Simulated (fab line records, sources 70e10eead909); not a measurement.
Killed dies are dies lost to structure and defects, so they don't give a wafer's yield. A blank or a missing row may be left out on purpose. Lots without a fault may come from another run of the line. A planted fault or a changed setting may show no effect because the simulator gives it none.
fab line records | flow nand_harc
record lots=11 wafers=33 last_day=34
route steps=1302 shown A_WL_FILL@966 A_CONTACT@1002
lots that met no fault: from a run of the same line without faults
start_h: hours from the record's first day to the start of the lot's first wafer shown | wait_h: hours since the lot's step before | " the same as in the row above | L1.1+2: a row that stands for several wafers | - no value, or no start given | * or withheld: withheld | < > ~ a bound
route shown NAME@n: a module of which the file shows steps, and the number in the route of the first | usual: mean/standard deviation of fault-free wafers | same: alike in all rows | chamber/n: place in a boat | sites: the reading at each site | _std_site: their standard deviation | _edge_site: outer sites' mean less inner sites' | radius_mm: how far each site lies from the wafer's centre | mask NAME#n: copy n | behind: the tool/chamber that last shaped the wafer | hold: why the lot was held/for how many hours/how that ended | device: the transistor (n, p or np) that didn't switch | end of line: the same wafers' tests at the end of the route | a step without rows: its recipe alone | killed: dies lost to structure and defects at the first sort, not the wafer's yield | map: a wafer's dies, x killed, . not, _ none there
set.NAME: the setting as run; set.NAME@STEP: as run at that earlier step | model.NAME: the simulator's own value behind a step, which no gauge read
steps of the route over a sample of lots; a table a step, a row a wafer
services: from which hour (start_h, from the record's first day; less than 0 if before it) a tool's chamber was out of use, for how many hours, and why
## steps
# step NHARC_A_WL_FILL_ETCHBACK_16
# recipe target_depth_a=1200 time_s=24 c4f8_flow_sccm=withheld o2_flow_sccm=8 ar_flow_sccm=withheld rf_w=600 bias_w=800 chemistry=C4F8/O2/Ar
# usual oes_product_au=0.990/0.028 rf_vpp_V=725/4.1
# columns lot.wafer tool chamber start_h wait_h oes_product_au rf_hours_counter_h rf_vpp_V
L983.4 rie_diel-11 3 - - 0.991 1.9 729
L983.1 " 2 " " 0.997 1.9 729
L983.5 " 0 " " 0.994 - 730
L982.3 rie_diel-11 1 - - 1.002 2.0 723
L982.2 " 2 " " 0.996 1.9 729
L982.5 " 0 " " 0.996 - 729
L987.4 rie_diel-11 3 - - 0.959 2.9 728
L987.1 " 2 " " 0.961 2.6 729
L987.6 " 0 " " 0.964 - 730
L991.3 rie_diel-12 0 - - 1.010 7.7 717
L991.4 " 2 " " 1.011 7.8 724
L991.1 " 3 " " 1.017 7.6 721
L990.4 rie_diel-10 3 - - 0.913 4.5 726
L990.2 " 2 " " 0.909 4.5 723
L990.6 " 3 " " 0.907 - 726
L994.4 rie_diel-12 1 - - 1.000 0 727
L994.5 " 2 " " 0.993 - 723
L994.6 " 3 " " 1.018 - 720
L998.3 rie_diel-12 2 - - 0.999 0.8 722
L998.2 " 0 " " 1.019 1.0 716
L998.6 " 2 " " 1.002 - 723
L999.4 rie_diel-11 3 - - 1.001 1.4 730
L999.6 " 1 " " 0.996 - 725
L999.5 " 2 " " 0.997 - 730
L100.2 rie_diel-10 0 - - 1.020 2.5 719
L100.3 " 3 " " 0.980 3.8 725
L100.6 " 1 " " 1.009 - 727
L102.4 rie_diel-11 1 - - 0.996 1.7 724
L102.3 " 3 " " 1.008 1.9 730
L102.6 " 0 " " 1.000 - 730
L101.3 rie_diel-12 2 - - 0.992 3.8 724
L101.4 " 0 " " 1.009 3.9 718
L101.5 " 2 " " 1.006 - 723
# step NHARC_A_WL_FILL_CMP_12
# recipe t_overpolish_s=30 target_thk_nm=100
# usual motor_current_A=11.4/0.72 overpolish_run_s=30.000/0.0086 time_to_endpoint_s=20.1/2.3
# columns lot.wafer tool chamber start_h wait_h motor_current_A overpolish_run_s time_to_endpoint_s
L982.3 cmp-04 2 508.26 0.1 12.5 29.985 23.2
L982.2 " 0 " " 13.2 30.009 21.7
L982.5 " 3 " " 11.4 30.007 18.0
L983.4 cmp-01 0 508.33 0.1 10.5 29.992 15.6
L983.1 " 1 " " 12.0 29.985 17.7
L983.5 " 2 " " 11.0 29.999 16.0
L987.4 cmp-01 3 553.75 0.1 11.7 29.998 16.5
L987.1 " 0 " " 9.8 29.982 18.5
L987.6 " 0 " " 10.9 30.007 18.1
L991.4 cmp-02 3 601.40 0.1 10.9 29.995 21.4
L991.3 " 1 " " 12.2 30.003 17.4
L991.1 " 2 " " 11.0 29.991 20.5
L990.2 cmp-01 3 601.53 0.2 11.6 29.985 19.6
L990.4 " 1 " " 11.8 30.006 22.7
L990.6 " 3 " " 11.9 29.999 19.3
L994.4 cmp-02 2 642.62 0.1 11.4 29.991 21.2
L994.5 " 2 " " 10.8 29.999 22.8
L994.6 " 3 " " 11.2 30.010 21.2
L998.3 cmp-04 3 661.07 0.1 11.7 30.004 20.8
L998.2 " 0 " " 12.0 29.995 19.1
L998.6 " 3 " " 11.1 30.004 22.1
L999.4 cmp-01 2 695.68 0.2 10.3 29.992 20.2
L999.5 " 0 " " 10.6 30.004 18.8
L999.6 " 1 " " 11.3 29.989 19.6
L100.3 cmp-01 0 705.88 0.1 10.5 30.001 18.1
L100.2 " 2 " " 10.9 30.008 15.1
L100.6 " 3 " " 12.1 30.004 19.6
L102.4 cmp-01 1 716.74 0.1 11.7 29.999 16.1
L102.3 " 2 " " 10.9 30.006 16.5
L102.6 " 2 " " 10.8 29.999 18.5
L101.3 cmp-01 3 731.68 0.1 11.7 30.012 16.9
L101.4 " 1 " " 11.2 29.989 18.0
L101.5 " 2 " " 11.4 30.009 18.7
# step NHARC_A_CONTACT_ETCH_49
# recipe target_depth_a=2600 over_etch_frac=0.3 time_s=475.3 ion_energy_ev=200 n2_flow_sccm=150 h2_flow_sccm=150 ar_flow_sccm=0 rf_w=400 bias_w=150 chemistry=N2/H2
# usual drypump_motor_current_A=5.7/0.41 mfc_ar_sccm=0.012/0.0093 oes_product_au=1.000/0.011 rf_vpp_V=431/3.1 run_length_s=496.6/0.47 showerhead_plenum_p_Torr=2.04/0.11 throttle_valve_pct=14.173/0.0089
# columns lot.wafer tool chamber start_h wait_h drypump_motor_current_A mfc_ar_sccm oes_product_au rf_hours_counter_h rf_vpp_V run_length_s showerhead_plenum_p_Torr throttle_valve_pct
L982.3 rie_diel-09 0 514.80 - 4.9 0.005 0.993 2 430 497.1 2.03 14.171
L982.2 " 1 " " 5.8 0 1.036 2 434 497.4 2.20 14.177
L982.5 " 2 " " 6.2 0.019 1.001 - 431 496.5 2.01 14.168
L983.4 rie_diel-13 0 515.12 - 5.1 0.021 0.988 57 433 496.4 2.16 14.167
L983.1 " 3 " " 6.4 0.015 0.999 55 426 495.6 1.92 14.172
L983.5 " 1 " " 5.3 0.017 0.989 - 431 496.8 2.06 14.172
L987.1 rie_diel-03 1 560.84 - 5.8 0.016 0.990 15 429 496.9 2.07 14.184
L987.4 " 2 " " 6.0 0.021 1.005 14 430 496.5 2.06 14.167
L987.6 " 0 " " 6.0 0.002 1.012 - 426 496.2 1.88 14.190
L991.4 rie_diel-03 3 608.54 - 5.7 0.004 1.003 19 426 496.7 1.88 14.156
L991.1 " 0 " " 6.0 0.002 1.001 19 427 496.4 1.88 14.166
L991.3 " 2 " " 6.0 0.021 1.005 21 431 496.5 2.06 14.176
L990.4 rie_diel-03 0 610.00 - 6.0 0.002 0.999 21 426 496.0 1.88 14.172
L990.2 " 1 " " 5.8 0.016 0.992 22 430 526.6 2.06 14.163
L990.6 " 3 " " 5.7 0.004 1.003 - 426 497.0 1.88 14.175
L994.4 rie_diel-03 2 649.28 - 6.0 0.021 1.005 0 430 496.4 2.05 14.173
L994.6 " 0 " " 6.0 0.002 1.004 - 435 496.0 2.22 14.169
L994.5 " 1 " " 5.7 0.016 0.979 - 432 526.2 2.06 14.180
L998.2 rie_diel-09 1 668.12 - 5.8 0 1.005 44 434 496.9 2.18 14.187
L998.3 " 2 " " 6.2 0.019 0.996 54 429 496.3 1.99 14.171
L998.6 " 2 " " 6.2 0.019 0.991 - 430 496.2 1.99 14.176
L999.4 rie_diel-03 3 702.01 - 5.7 0.004 1.007 10 425 496.9 1.87 14.167
L999.5 " 3 " " 5.7 0.004 1.000 - 426 496.8 1.87 14.170
L999.6 " 0 " " 6.0 0.002 1.000 - 435 496.1 2.21 14.165
L100.3 rie_diel-03 0 712.69 - 6.0 0.002 1.000 12 437 496.3 2.21 14.181
L100.2 " 3 " " 5.7 0.004 1.011 11 426 497.1 1.87 14.153
L100.6 " 2 " " 6.1 0.021 1.000 - 430 496.5 2.05 14.157
L102.3 rie_diel-09 0 723.23 - 5.0 0.005 0.990 15 428 497.6 2.00 14.180
L102.6 " 0 " " 4.9 0.005 1.001 - 430 497.6 2.00 14.174
L102.4 " 2 " " 6.2 0.019 1.007 - 430 496.3 1.99 14.171
L101.4 rie_diel-03 3 738.17 - 5.7 0.004 1.008 15 426 497.0 1.87 14.196
L101.3 " 0 " " 6.0 0.002 1.007 16 435 496.0 2.21 14.166
L101.5 " 3 " " 5.7 0.004 1.004 - 426 496.7 1.87 14.186
# step NHARC_A_CONTACT_ETCH_96
# recipe target_depth_a=200 over_etch_frac=0.5 time_s=10 ion_energy_ev=250 c4f6_flow_sccm=25 o2_flow_sccm=20 ar_flow_sccm=500 rf_w=600 bias_w=500 chemistry=C4F6/O2
# usual drypump_motor_current_A=5.8/0.41 mfc_ar_sccm=499.9/1.5 o2_flow_sccm=20.00/0.061 oes_product_au=0.969/0.025 rf_vpp_V=547/3.8 run_length_s=31.1/0.37 showerhead_plenum_p_Torr=3.91/0.18 throttle_valve_pct=26.903/0.0093
# columns lot.wafer tool chamber start_h wait_h drypump_motor_current_A mfc_ar_sccm o2_flow_sccm oes_product_au rf_hours_counter_h rf_vpp_V run_length_s showerhead_plenum_p_Torr throttle_valve_pct
L982.3 rie_diel-09 1 - - 5.8 499.7 20.00 0.971 4 553 31.3 4.19 26.890
L982.2 " 3 " " 6.0 497.7 20.07 0.956 5 553 30.9 4.22 26.897
L982.5 " 1 " " 5.9 501.0 19.93 0.974 - 551 31.2 4.19 26.903
L983.4 rie_diel-03 2 - - 6.1 500.5 19.97 1.002 8 549 31.3 3.96 26.907
L983.1 " 3 " " 5.7 498.9 20.01 0.989 7 542 31.5 3.66 26.894
L983.5 " 2 " " 6.1 500.2 19.94 1.002 - 548 31.0 3.96 26.906
L987.1 rie_diel-09 0 - - 4.9 498.9 19.97 0.943 21 545 31.7 3.89 26.891
L987.4 " 1 " " 5.8 497.0 20.05 0.956 20 551 31.4 4.18 26.893
L987.6 " 2 " " 6.2 502.3 20.00 0.946 - 546 31.3 3.86 26.925
L991.4 rie_diel-13 3 - - 6.4 500.6 19.90 0.988 30 542 30.3 3.70 26.916
L991.3 " 0 " " 5.0 498.1 20.10 0.997 29 552 31.5 4.10 26.916
L991.1 " 1 " " 5.4 499.5 20.06 0.995 25 547 31.1 3.94 26.896
L990.2 rie_diel-09 3 615.01 0.2 6.0 500.4 20.04 0.972 38 552 30.6 4.20 26.915
L990.4 " 0 " " 4.9 499.5 20.05 0.945 - 547 31.4 3.88 26.903
L990.6 " 3 " " 6.0 498.5 19.95 0.971 - 552 30.8 4.20 26.891
L994.4 rie_diel-13 0 - - 5.1 499.2 20.01 0.955 45 551 30.7 4.09 26.893
L994.6 " 1 " " 5.3 496.5 19.96 0.946 - 547 30.8 3.93 26.899
L994.5 " 2 " " 5.1 499.3 20.02 0.957 - 548 31.0 4.00 26.907
L998.3 rie_diel-09 2 673.33 0.1 6.2 500.1 20.03 0.950 57 545 30.8 3.84 26.901
L998.2 " 1 " " 5.8 497.9 19.95 0.957 46 552 31.3 4.16 26.905
L998.6 " 1 " " 5.8 500.8 19.94 0.954 - 552 31.5 4.16 26.905
L999.4 rie_diel-03 0 - - 6.0 500.3 19.95 0.940 12 554 30.7 4.22 26.907
L999.6 " 1 " " 5.8 500.2 20.05 0.937 - 548 31.1 3.95 26.904
L999.5 " 2 " " 6.0 502.4 20.04 0.953 - 548 31.0 3.94 26.923
L100.2 rie_diel-13 1 717.96 0.2 5.4 501.5 19.97 1.005 4 546 31.4 3.92 26.901
L100.3 " 2 " " 5.1 496.3 19.97 0.998 4 549 31.1 3.99 26.911
L100.6 " 2 " " 5.1 496.4 19.99 0.995 - 548 31.0 3.99 26.901
L102.3 rie_diel-03 2 - - 6.0 499.1 20.06 1.016 14 546 30.9 3.94 26.909
L102.4 " 3 " " 5.7 499.6 19.97 1.006 14 541 31.1 3.64 26.916
L102.6 " 1 " " 5.8 499.2 19.98 0.988 - 546 31.2 3.95 26.898
L101.3 rie_diel-03 3 - - 5.7 497.7 19.93 0.946 16 540 31.1 3.64 26.900
L101.4 " 1 " " 5.8 499.9 19.99 0.945 16 548 31.4 3.95 26.899
L101.5 " 3 " " 5.7 499.9 19.96 0.945 - 540 31.0 3.64 26.906
## services
# columns tool chamber start_h hours kind
rie_diel-13 - 478.05 0.4 repair
cmp-01 - 479.50 4.0 pm
rie_diel-09 - 497.23 9.0 pm
cmp-01 - 510.84 0.4 repair
rie_diel-11 2 529.20 7.6 repair
cmp-01 - 541.30 0.9 repair
cmp-01 - 577.50 4.0 pm
rie_diel-11 2 593.03 18.1 repair
rie_diel-11 - 609.50 9.0 pm
cmp-01 - 613.34 3.2 repair
rie_diel-09 1 614.05 21.8 repair
rie_diel-03 - 635.49 9.0 pm
cmp-01 - 635.97 2.5 repair
rie_diel-09 2 636.53 4.5 repair
cmp-01 - 650.77 0.3 repair
rie_diel-09 3 667.97 27.0 repair
rie_diel-11 1 670.52 5.3 repair
rie_diel-09 - 674.23 9.0 pm
cmp-01 - 675.50 4.0 pm
rie_diel-09 - 690.00 1.5 repair
rie_diel-11 - 695.72 0.2 repair
rie_diel-03 1 709.16 9.5 repair
rie_diel-03 2 719.35 2.9 repair
rie_diel-09 1 722.39 2.7 repair
## key
first_sign step=NHARC_A_CONTACT_ETCH_49 reading=run_length_s direction=up sigmas=63 usual=* struck=*
effect none on later readings
met_at NHARC_A_CONTACT_ETCH_49
struck_lots L990,L994
struck_wafers L990.2,L994.5
tester_left_out L990,L994
not_acting_at NHARC_A_WL_FILL_ETCHBACK_16,NHARC_A_WL_FILL_CMP_12,NHARC_A_CONTACT_ETCH_96
onset_between 608.54 610.00
fault kind=process_parameter_drift tool=rie_diel-03 chamber=- onset_h=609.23 steps=NHARC_A_CONTACT_ETCH_49 channel=time_s offset=* shape=step end_h=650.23 scope=struck_wafers_only acts_in=* stated=*
# tester_left_out: of these lots the tester's yield and bins aren't shown, on N5 and GAA mostly nor the transistor test; their killed dies are dies lost to structure and defects alone, not to doping, threshold or leakage, so they don't give the yield
